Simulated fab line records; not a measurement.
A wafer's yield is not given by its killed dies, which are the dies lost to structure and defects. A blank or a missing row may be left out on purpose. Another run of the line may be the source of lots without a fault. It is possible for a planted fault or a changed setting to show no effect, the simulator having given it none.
Which tool is to blame? + flow nandHarc + 24 lots, 72 wafers sampled, at 6 steps of a route of 1302

## WHAT THE GAUGES READ, wafer by wafer
Not one reading of a measure or inspect step in the record can be checked against a usual standard deviation.

## EACH LOT AND THE TOOL THAT RAN IT (in order: tool; ch and the chambers of the sampled wafers; start)
| lot  | NHARC_A_STAIRCASE_DEP_301       | NHARC_A_STAIRCASE_DESCUM_312      | NHARC_A_STAIRCASE_ALD_415       | NHARC_A_STAIRCASE_CMP_450     | NHARC_A_STAIRCASE_ETCHBACK_422    | NHARC_A_SGD_CUT_ETCH_58           |
|------|---------------------------------|-----------------------------------|---------------------------------|-------------------------------|-----------------------------------|-----------------------------------|
| L074 | pecvd-03 ch 0,1,2, day 17 02:04 | rieDiel-10 ch 1,2,3, day 17 02:55 | aldHk-04 ch 2,3, day 17 04:46   | cmp-04 ch 0,1,3, day 19 03:44 | rieDiel-07 ch 0,2, day 19 04:18   | rieDiel-12 ch 0,1, day 19 06:37   |
| L075 | pecvd-04 ch 0,1, day 17 03:58   | rieDiel-07 ch 0,1,3, day 17 04:49 | aldHk-01 ch 1,3, day 17 06:41   | cmp-02 ch 0,3, day 19 03:06   | rieDiel-07 ch 0,1,2, day 19 03:38 | rieDiel-08 ch 0,2,3, day 19 05:59 |
| L076 | pecvd-03 ch 1,2, day 17 07:31   | rieDiel-07 ch 1,2,3, day 17 08:27 | aldHk-01 ch 0,1,2, day 17 11:25 | cmp-03 ch 1,2, day 19 13:09   | rieDiel-10 ch 1,2,3, day 19 13:43 | rieDiel-03 ch 0,1,3, day 19 16:02 |
| L077 | pecvd-04 ch 0,1,2, day 18 13:56 | rieDiel-10 ch 0,1,2, day 18 14:52 | aldHk-04 ch 0,2, day 18 16:43   | cmp-02 ch 0,1,3, day 20 19:47 | rieDiel-11 ch 0,2,3, day 20 20:18 | rieDiel-03 ch 1,3, day 20 22:39   |
| L078 | pecvd-04 ch 1,2, day 18 16:26   | rieDiel-07 ch 1,2, day 18 17:14   | aldHk-01 ch 2,3, day 18 19:05   | cmp-03 ch 0,3, day 20 19:40   | rieDiel-11 ch 0,1,3, day 20 20:12 | rieDiel-08 ch 2,3, day 20 22:30   |
| L079 | pecvd-01 ch 1,2, day 18 17:22   | rieDiel-11 ch 0,2,3, day 18 18:19 | aldHk-04 ch 1,2, day 18 20:10   | cmp-04 ch 0,1, day 20 19:28   | rieDiel-11 ch 0,1,2, day 20 20:01 | rieDiel-03 ch 2,3, day 20 22:13   |
| L080 | pecvd-04 ch 1,2, day 19 13:41   | rieDiel-11 ch 0,2,3, day 19 14:37 | aldHk-04 ch 0,1,2, day 19 16:57 | cmp-04 ch 0,1,3, day 21 18:29 | rieDiel-07 ch 0,2,3, day 21 19:02 | rieDiel-03 ch 0,1, day 21 21:14   |
| L082 | pecvd-01 ch 0,1,2, day 20 06:42 | rieDiel-07 ch 2,3, day 20 07:31   | aldHk-03 ch 0,3, day 20 09:47   | cmp-03 ch 1,3, day 22 15:12   | rieDiel-11 ch 0,2, day 22 16:40   | rieDiel-12 ch 0,3, day 22 18:58   |
| L081 | pecvd-01 ch 0,2, day 20 07:12   | rieDiel-10 ch 0,2,3, day 20 08:10 | aldHk-04 ch 1,2,3, day 20 10:35 | cmp-02 ch 2,3, day 22 15:04   | rieDiel-07 ch 1,2, day 22 15:35   | rieDiel-12 ch 1,2,3, day 22 17:47 |
| L084 | pecvd-04 ch 0,1,2, day 20 16:06 | rieDiel-11 ch 0,2, day 20 17:26   | aldHk-03 ch 0,1, day 20 19:36   | cmp-02 ch 1,2,3, day 22 21:55 | rieDiel-07 ch 0,1,3, day 22 22:28 | rieDiel-03 ch 0,2,3, day 23 00:46 |
| L083 | pecvd-04 ch 1,2, day 20 16:20   | rieDiel-11 ch 0,2,3, day 20 17:29 | aldHk-04 ch 0,1,2, day 20 20:01 | cmp-03 ch 1,2,3, day 22 21:37 | rieDiel-10 ch 1,2,3, day 22 22:09 | rieDiel-08 ch 0,1,2, day 23 00:20 |
| L085 | pecvd-03 ch 0,1, day 21 17:56   | rieDiel-10 ch 0,1,2, day 21 18:47 | aldHk-03 ch 0,3, day 21 21:15   | cmp-04 ch 0,1, day 23 19:22   | rieDiel-10 ch 1,2,3, day 23 19:54 | rieDiel-12 ch 0,1,2, day 23 22:16 |
| L086 | pecvd-03 ch 0,1,2, day 21 23:56 | rieDiel-11 ch 1,2, day 22 00:50   | aldHk-01 ch 0,1,2, day 22 03:08 | cmp-03 ch 1,2,3, day 23 19:16 | rieDiel-07 ch 2,3, day 23 19:47   | rieDiel-03 ch 1,2,3, day 23 22:08 |
| L088 | pecvd-01 ch 0,2, day 22 15:15   | rieDiel-11 ch 1,2,3, day 22 16:14 | aldHk-04 ch 0,2,3, day 22 21:47 | cmp-03 ch 0,1,2, day 24 16:35 | rieDiel-10 ch 1,3, day 24 17:10   | rieDiel-03 ch 0,2, day 24 19:29   |
| L087 | pecvd-04 ch 0,1,2, day 22 16:22 | rieDiel-07 ch 0,1,3, day 22 17:10 | aldHk-03 ch 1,2, day 22 19:01   | cmp-02 ch 2,3, day 24 16:38   | rieDiel-11 ch 1,2,3, day 24 17:10 | rieDiel-12 ch 2,3, day 24 19:41   |
| L089 | pecvd-04 ch 1,2, day 22 23:14   | rieDiel-10 ch 1,2,3, day 23 00:05 | aldHk-01 ch 0,1,2, day 23 02:22 | cmp-04 ch 0,1,3, day 24 21:38 | rieDiel-10 ch 0,2,3, day 24 22:10 | rieDiel-08 ch 0,1,3, day 25 00:40 |
| L090 | pecvd-01 ch 0,1,2, day 23 20:13 | rieDiel-07 ch 0,1,3, day 23 21:07 | aldHk-04 ch 0,1,2, day 23 23:40 | cmp-02 ch 0,3, day 25 23:22   | rieDiel-11 ch 0,2,3, day 26 00:05 | rieDiel-12 ch 0,1,3, day 26 02:26 |
| L091 | pecvd-04 ch 0,1, day 24 05:17   | rieDiel-07 ch 0,1,2, day 24 06:16 | aldHk-04 ch 0,1, day 24 08:08   | cmp-04 ch 0,2, day 25 23:40   | rieDiel-10 ch 0,1, day 26 00:12   | rieDiel-03 ch 1,2,3, day 26 02:35 |
| L092 | pecvd-04 ch 1,2, day 24 13:53   | rieDiel-07 ch 0,2, day 24 14:46   | aldHk-01 ch 0,2,3, day 24 21:09 | cmp-02 ch 1,3, day 26 16:40   | rieDiel-10 ch 0,3, day 26 17:13   | rieDiel-12 ch 0,1,3, day 26 19:31 |
| L093 | pecvd-04 ch 1,2, day 24 15:24   | rieDiel-11 ch 0,1, day 24 16:19   | aldHk-01 ch 0,1, day 24 18:11   | cmp-04 ch 0,1, day 26 16:40   | rieDiel-07 ch 0,1, day 26 17:13   | rieDiel-08 ch 0,1,2, day 26 19:40 |
| L094 | pecvd-01 ch 0,1, day 24 22:42   | rieDiel-07 ch 2,3, day 24 23:41   | aldHk-04 ch 1,3, day 25 01:32   | cmp-02 ch 0,1,2, day 27 02:40 | rieDiel-11 ch 1,2, day 27 03:11   | rieDiel-08 ch 2,3, day 27 05:29   |
| L095 | pecvd-01 ch 0,2, day 25 14:35   | rieDiel-10 ch 0,2,3, day 25 15:25 | aldHk-04 ch 0,1,2, day 25 17:47 | cmp-02 ch 0,3, day 27 18:07   | rieDiel-10 ch 1,2,3, day 27 18:41 | rieDiel-12 ch 1,2,3, day 27 21:07 |
| L096 | pecvd-01 ch 0,1, day 25 22:25   | rieDiel-10 ch 1,3, day 25 23:16   | aldHk-04 ch 1,2,3, day 26 01:35 | cmp-03 ch 1,2,3, day 28 01:29 | rieDiel-07 ch 0,2, day 28 02:01   | rieDiel-08 ch 0,1, day 28 04:23   |
| L097 | pecvd-03 ch 0,1, day 26 01:35   | rieDiel-11 ch 1,3, day 26 02:27   | aldHk-04 ch 0,3, day 26 04:56   | cmp-04 ch 0,1,3, day 28 01:49 | rieDiel-10 ch 0,2,3, day 28 03:59 | rieDiel-08 ch 0,1,3, day 28 06:10 |
- NHARC_A_STAIRCASE_DEP_301: deposits SiON, target thk 30 nm.
- NHARC_A_STAIRCASE_DESCUM_312: chemistry O2, time 3 s.
- NHARC_A_STAIRCASE_ALD_415: deposits SiO2, target thk 30 nm, pulse time 6 s, ald cycles 300.
- NHARC_A_STAIRCASE_CMP_450: polishes SiO2, target thk 200 nm.
- NHARC_A_STAIRCASE_ETCHBACK_422: etches the open film in CH3F/O2, target depth 40 nm, time 74.286 s.
- NHARC_A_SGD_CUT_ETCH_58: etches the open film in CF4, target depth 39 nm, time 65 s.

## AS READ BY THE TOOLS THEMSELVES (means over the sampled wafers that have a number; for cases with no such wafer, the mark the record gives instead)
NHARC_A_STAIRCASE_DEP_301. Usual: 813 W for heaterPowerW, sd 100.
| lot  | tool     | heaterPowerW (W) | flag |
|------|----------|------------------|------|
| L074 | pecvd-03 | 789              |      |
| L075 | pecvd-04 | 731              |      |
| L076 | pecvd-03 | 856              |      |
| L077 | pecvd-04 | 862              |      |
| L078 | pecvd-04 | 886              |      |
| L079 | pecvd-01 | 799              |      |
| L080 | pecvd-04 | 968              |      |
| L082 | pecvd-01 | 784              |      |
| L081 | pecvd-01 | 808              |      |
| L084 | pecvd-04 | 846              |      |
| L083 | pecvd-04 | 946              |      |
| L085 | pecvd-03 | 786              |      |
| L086 | pecvd-03 | 757              |      |
| L088 | pecvd-01 | 719              |      |
| L087 | pecvd-04 | 809              |      |
| L089 | pecvd-04 | 951              |      |
| L090 | pecvd-01 | 747              |      |
| L091 | pecvd-04 | 759              |      |
| L092 | pecvd-04 | 899              |      |
| L093 | pecvd-04 | 916              |      |
| L094 | pecvd-01 | 782              |      |
| L095 | pecvd-01 | 757              |      |
| L096 | pecvd-01 | 806              |      |
| L097 | pecvd-03 | 836              |      |

NHARC_A_STAIRCASE_DESCUM_312. Usual: drypumpMotorCurrentA 5.9 A, standard deviation 0.43; oesProductAu 1.003 a.u., standard deviation 0.01; rfVppV 57.8 V, standard deviation 0.81; showerheadPlenumPTorr 1.90 Torr, standard deviation 0.08; throttleValvePct 11.310 %, standard deviation 0.0083.
| lot  | tool       | drypumpMotorCurrentA (A) | oesProductAu (a.u.) | rfVppV (V) | showerheadPlenumPTorr (Torr) | throttleValvePct (%) | flag |
|------|------------|--------------------------|---------------------|------------|------------------------------|----------------------|------|
| L074 | rieDiel-10 | 5.9                      | 0.999               | 58.1       | 1.86                         | 11.308               |      |
| L075 | rieDiel-07 | 5.8                      | 1.002               | 57.6       | 1.89                         | 11.309               |      |
| L076 | rieDiel-07 | 6.0                      | 0.996               | 57.5       | 1.86                         | 11.318               |      |
| L077 | rieDiel-10 | 6.0                      | 1.007               | 58.2       | 1.84                         | 11.309               |      |
| L078 | rieDiel-07 | 6.1                      | 1.003               | 57.4       | 1.88                         | 11.304               |      |
| L079 | rieDiel-11 | 5.7                      | 0.994               | 58.3       | 1.95                         | 11.308               |      |
| L080 | rieDiel-11 | 5.7                      | 0.999               | 57.5       | 1.94                         | 11.307               |      |
| L082 | rieDiel-07 | 5.8                      | 0.993               | 57.1       | 1.81                         | 11.307               |      |
| L081 | rieDiel-10 | 6.0                      | 1.011               | 58.5       | 1.96                         | 11.303               |      |
| L084 | rieDiel-11 | 5.4                      | 1.002               | 57.8       | 1.96                         | 11.303               |      |
| L083 | rieDiel-11 | 5.7                      | 1.001               | 58.6       | 1.94                         | 11.304               |      |
| L085 | rieDiel-10 | 6.0                      | 1.009               | 58.0       | 1.93                         | 11.313               |      |
| L086 | rieDiel-11 | 5.8                      | 1.010               | 57.5       | 1.86                         | 11.315               |      |
| L088 | rieDiel-11 | 6.1                      | 1.009               | 58.3       | 1.91                         | 11.307               |      |
| L087 | rieDiel-07 | 5.8                      | 1.000               | 57.9       | 1.88                         | 11.310               |      |
| L089 | rieDiel-10 | 5.9                      | 1.017               | 58.1       | 1.95                         | 11.318               |      |
| L090 | rieDiel-07 | 5.8                      | 1.000               | 57.4       | 1.88                         | 11.309               |      |
| L091 | rieDiel-07 | 5.7                      | 0.997               | 57.2       | 1.85                         | 11.322               |      |
| L092 | rieDiel-07 | 5.5                      | 0.996               | 57.7       | 1.80                         | 11.311               |      |
| L093 | rieDiel-11 | 6.0                      | 1.008               | 58.4       | 1.97                         | 11.304               |      |
| L094 | rieDiel-07 | 5.9                      | 0.979               | 56.7       | 1.83                         | 11.316               |      |
| L095 | rieDiel-10 | 6.0                      | 1.011               | 58.5       | 1.95                         | 11.310               |      |
| L096 | rieDiel-10 | 6.1                      | 0.998               | 57.6       | 1.89                         | 11.316               |      |
| L097 | rieDiel-11 | 6.3                      | 1.003               | 58.5       | 1.94                         | 11.309               |      |

NHARC_A_STAIRCASE_ALD_415. Usual: heaterPowerW 481 W, standard deviation 42; precursorPulseHeightRel 0.999, standard deviation 0.019.
| lot  | tool     | heaterPowerW (W) | precursorPulseHeightRel | flag |
|------|----------|------------------|-------------------------|------|
| L074 | aldHk-04 | 470              | 1.020                   |      |
| L075 | aldHk-01 | 436              | 1.002                   |      |
| L076 | aldHk-01 | 502              | 0.985                   |      |
| L077 | aldHk-04 | 478              | 1.013                   |      |
| L078 | aldHk-01 | 490              | 0.995                   |      |
| L079 | aldHk-04 | 457              | 1.004                   |      |
| L080 | aldHk-04 | 468              | 0.989                   |      |
| L082 | aldHk-03 | 539              | 1.005                   |      |
| L081 | aldHk-04 | 459              | 1.004                   |      |
| L084 | aldHk-03 | 455              | 0.999                   |      |
| L083 | aldHk-04 | 467              | 1.007                   |      |
| L085 | aldHk-03 | 544              | 0.978                   |      |
| L086 | aldHk-01 | 508              | 1.011                   |      |
| L088 | aldHk-04 | 476              | 0.988                   |      |
| L087 | aldHk-03 | 492              | 0.979                   |      |
| L089 | aldHk-01 | 505              | 0.991                   |      |
| L090 | aldHk-04 | 471              | 1.015                   |      |
| L091 | aldHk-04 | 466              | 0.999                   |      |
| L092 | aldHk-01 | 503              | 1.011                   |      |
| L093 | aldHk-01 | 495              | 0.976                   |      |
| L094 | aldHk-04 | 467              | 1.008                   |      |
| L095 | aldHk-04 | 468              | 1.004                   |      |
| L096 | aldHk-04 | 464              | 0.996                   |      |
| L097 | aldHk-04 | 489              | 1.007                   |      |

NHARC_A_STAIRCASE_CMP_450. Usual: 11.8 A for motorCurrentA, sd 1.1.
| lot  | tool   | motorCurrentA (A) | flag |
|------|--------|-------------------|------|
| L074 | cmp-04 | 12.4              |      |
| L075 | cmp-02 | 13.0              |      |
| L076 | cmp-03 | 11.2              |      |
| L077 | cmp-02 | 13.0              |      |
| L078 | cmp-03 | 11.6              |      |
| L079 | cmp-04 | 11.4              |      |
| L080 | cmp-04 | 12.2              |      |
| L082 | cmp-03 | 11.6              |      |
| L081 | cmp-02 | 11.5              |      |
| L084 | cmp-02 | 12.0              |      |
| L083 | cmp-03 | 11.5              |      |
| L085 | cmp-04 | 11.5              |      |
| L086 | cmp-03 | 11.2              |      |
| L088 | cmp-03 | 11.7              |      |
| L087 | cmp-02 | 11.4              |      |
| L089 | cmp-04 | 12.3              |      |
| L090 | cmp-02 | 12.0              |      |
| L091 | cmp-04 | 10.8              |      |
| L092 | cmp-02 | 11.8              |      |
| L093 | cmp-04 | 12.0              |      |
| L094 | cmp-02 | 12.3              |      |
| L095 | cmp-02 | 12.3              |      |
| L096 | cmp-03 | 11.4              |      |
| L097 | cmp-04 | 12.9              |      |

NHARC_A_STAIRCASE_ETCHBACK_422. Usual: drypumpMotorCurrentA 5.9 A, standard deviation 0.42; oesProductAu 0.98 a.u., standard deviation 0.036; rfVppV 244.2 V, standard deviation 1.7; showerheadPlenumPTorr 2.45 Torr, standard deviation 0.1; throttleValvePct 20.663 %, standard deviation 0.0095.
| lot  | tool       | drypumpMotorCurrentA (A) | oesProductAu (a.u.) | rfVppV (V) | showerheadPlenumPTorr (Torr) | throttleValvePct (%) | flag |
|------|------------|--------------------------|---------------------|------------|------------------------------|----------------------|------|
| L074 | rieDiel-07 | 5.3                      | 1.00                | 242.3      | 2.37                         | 20.658               |      |
| L075 | rieDiel-07 | 5.7                      | 0.92                | 243.8      | 2.39                         | 20.671               |      |
| L076 | rieDiel-10 | 6.0                      | 1.00                | 244.5      | 2.51                         | 20.658               |      |
| L077 | rieDiel-11 | 5.7                      | 1.01                | 244.9      | 2.49                         | 20.663               |      |
| L078 | rieDiel-11 | 6.0                      | 1.01                | 245.5      | 2.54                         | 20.671               |      |
| L079 | rieDiel-11 | 5.8                      | 1.00                | 244.9      | 2.48                         | 20.662               |      |
| L080 | rieDiel-07 | 5.6                      | 0.99                | 243.0      | 2.37                         | 20.671               |      |
| L082 | rieDiel-11 | 5.4                      | 0.92                | 245.4      | 2.51                         | 20.660               |      |
| L081 | rieDiel-07 | 6.0                      | 0.99                | 242.5      | 2.34                         | 20.657               |      |
| L084 | rieDiel-07 | 5.8                      | 1.00                | 243.2      | 2.42                         | 20.661               |      |
| L083 | rieDiel-10 | 5.9                      | 1.02                | 244.8      | 2.50                         | 20.665               |      |
| L085 | rieDiel-10 | 5.9                      | 0.93                | 244.7      | 2.50                         | 20.659               |      |
| L086 | rieDiel-07 | 5.9                      | 0.99                | 242.7      | 2.36                         | 20.664               |      |
| L088 | rieDiel-10 | 6.1                      | 0.92                | 241.8      | 2.40                         | 20.659               |      |
| L087 | rieDiel-11 | 6.1                      | 0.93                | 243.8      | 2.45                         | 20.670               |      |
| L089 | rieDiel-10 | 6.0                      | 0.94                | 244.6      | 2.51                         | 20.654               |      |
| L090 | rieDiel-11 | 5.7                      | 0.93                | 244.7      | 2.48                         | 20.658               |      |
| L091 | rieDiel-10 | 6.2                      | 0.93                | 243.0      | 2.40                         | 20.660               |      |
| L092 | rieDiel-10 | 6.2                      | 1.01                | 243.6      | 2.45                         | 20.664               |      |
| L093 | rieDiel-07 | 5.5                      | 0.96                | 243.6      | 2.40                         | 20.666               |      |
| L094 | rieDiel-11 | 5.9                      | 1.00                | 242.0      | 2.38                         | 20.656               |      |
| L095 | rieDiel-10 | 5.9                      | 1.01                | 245.3      | 2.49                         | 20.661               |      |
| L096 | rieDiel-07 | 5.5                      | 1.00                | 241.9      | 2.31                         | 20.660               |      |
| L097 | rieDiel-10 | 6.0                      | 1.01                | 245.7      | 2.50                         | 20.663               |      |

NHARC_A_SGD_CUT_ETCH_58. Usual: drypumpMotorCurrentA 5.9 A, standard deviation 0.48; oesProductAu 0.997 a.u., standard deviation 0.0099; rfVppV 151.1 V, standard deviation 1.2; showerheadPlenumPTorr 1.76 Torr, standard deviation 0.071; throttleValvePct 13.284 %, standard deviation 0.0092.
| lot  | tool       | drypumpMotorCurrentA (A) | oesProductAu (a.u.) | rfVppV (V) | showerheadPlenumPTorr (Torr) | throttleValvePct (%) | flag |
|------|------------|--------------------------|---------------------|------------|------------------------------|----------------------|------|
| L074 | rieDiel-12 | 6.0                      | 1.000               | 150.2      | 1.71                         | 13.277               |      |
| L075 | rieDiel-08 | 5.9                      | 0.989               | 152.4      | 1.82                         | 13.292               |      |
| L076 | rieDiel-03 | 5.7                      | 0.988               | 151.3      | 1.78                         | 13.276               |      |
| L077 | rieDiel-03 | 6.1                      | 0.994               | 151.9      | 1.83                         | 13.285               |      |
| L078 | rieDiel-08 | 5.5                      | 0.989               | 152.3      | 1.82                         | 13.282               |      |
| L079 | rieDiel-03 | 5.8                      | 0.997               | 151.2      | 1.74                         | 13.298               |      |
| L080 | rieDiel-03 | 5.4                      | 1.004               | 150.2      | 1.72                         | 13.284               |      |
| L082 | rieDiel-12 | 6.0                      | 0.991               | 150.5      | 1.74                         | 13.286               |      |
| L081 | rieDiel-12 | 5.6                      | 0.998               | 150.8      | 1.69                         | 13.284               |      |
| L084 | rieDiel-03 | 5.8                      | 0.993               | 150.4      | 1.72                         | 13.281               |      |
| L083 | rieDiel-08 | 6.2                      | 0.991               | 152.4      | 1.83                         | 13.289               |      |
| L085 | rieDiel-12 | 5.8                      | 0.990               | 150.4      | 1.68                         | 13.294               |      |
| L086 | rieDiel-03 | 5.8                      | 1.000               | 151.9      | 1.79                         | 13.285               |      |
| L088 | rieDiel-03 | 5.5                      | 1.000               | 150.1      | 1.69                         | 13.294               |      |
| L087 | rieDiel-12 | 5.6                      | 0.995               | 151.0      | 1.73                         | 13.280               |      |
| L089 | rieDiel-08 | 6.2                      | 0.995               | 152.2      | 1.79                         | 13.281               |      |
| L090 | rieDiel-12 | 5.8                      | 1.004               | 151.1      | 1.71                         | 13.280               |      |
| L091 | rieDiel-03 | 5.8                      | 1.011               | 151.5      | 1.79                         | 13.297               |      |
| L092 | rieDiel-12 | 5.8                      | 1.001               | 151.4      | 1.71                         | 13.283               |      |
| L093 | rieDiel-08 | 6.2                      | 1.007               | 151.7      | 1.83                         | 13.282               |      |
| L094 | rieDiel-08 | 5.5                      | 0.996               | 152.0      | 1.85                         | 13.285               |      |
| L095 | rieDiel-12 | 5.6                      | 0.996               | 150.2      | 1.69                         | 13.283               |      |
| L096 | rieDiel-08 | 6.7                      | 1.000               | 151.2      | 1.80                         | 13.277               |      |
| L097 | rieDiel-08 | 6.3                      | 1.002               | 151.4      | 1.79                         | 13.282               |      |

## THE ANSWER, worked out from the rows above alone
Rule: take the mean of a lot's wafers that have a number; if it is more than 3 standard deviations from the usual mean, the lot is off. A lot without any number at a reading at which 4 lots or more have one is off too. Where the step has rows for the other lots, those lots are counted as sound. Order of review: gauges by route order, followed by the tools' own readings, for which a lot's mean as printed above is used. At the first step where some lot is off, the reading lying furthest off is the one used; lots without a number count as furthest.
No lot is off at any reading shown: from this, nothing can be told.

## WHAT HAD BEEN PUT IN BY THE SIMULATOR
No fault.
